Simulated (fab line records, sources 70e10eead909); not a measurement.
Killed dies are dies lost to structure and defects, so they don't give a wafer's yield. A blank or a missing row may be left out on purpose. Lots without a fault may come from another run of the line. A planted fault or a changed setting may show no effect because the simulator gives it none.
Chamber matching | flow nand_harc | NHARC_P_GATE_DEP_103 on pecvd-04: 3 sister chambers
The step deposits SiON, target thk 30 nm. 6 wafers are shown with their chamber, then 7 later ones without.

WAFERS WITH THEIR CHAMBER
wafer  | chamber | heater_power_w (W)
L078.5 | 1       | 981
L087.1 | 2       | 570
L087.3 | 0       | 743
L087.4 | 2       | 567
L090.1 | 0       | 768
L090.3 | 1       | 967

WAFERS WITHOUT THEIR CHAMBER
wafer  | heater_power_w (W)
L090.4 | 1002
L092.1 | 748
L092.2 | 985
L092.5 | 973
L094.1 | 561
L094.2 | 839
L094.5 | 856

WHICH CHAMBER EACH WENT THROUGH
wafer  | from the rows above     | in truth
L090.4 | 1                       | 1
L092.1 | 0                       | 0
L092.2 | 1                       | 1
L092.5 | 1                       | 1
L094.1 | 2                       | 2
L094.2 | 0                       | 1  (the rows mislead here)
L094.5 | can't be placed: 0 or 1 | 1
Placed correctly: 5 of 7. Can't be placed from these rows: 1 (the true chamber is among the candidates in 1). Placed wrongly: 1.
How it was worked out, from the rows above alone: a wafer's distance from a chamber is the root of the sum, over the readings, of the square of ((its reading less the chamber's mean) divided by the reading's scatter). The wafer belongs to the nearest chamber; if the next one is less than 2 further off, it can't be placed. A chamber's mean is the mean of its shown wafers. The scatter: the root of (the sum of the squares of (reading less its chamber's mean) over the shown wafers, divided by (wafers less chambers)).
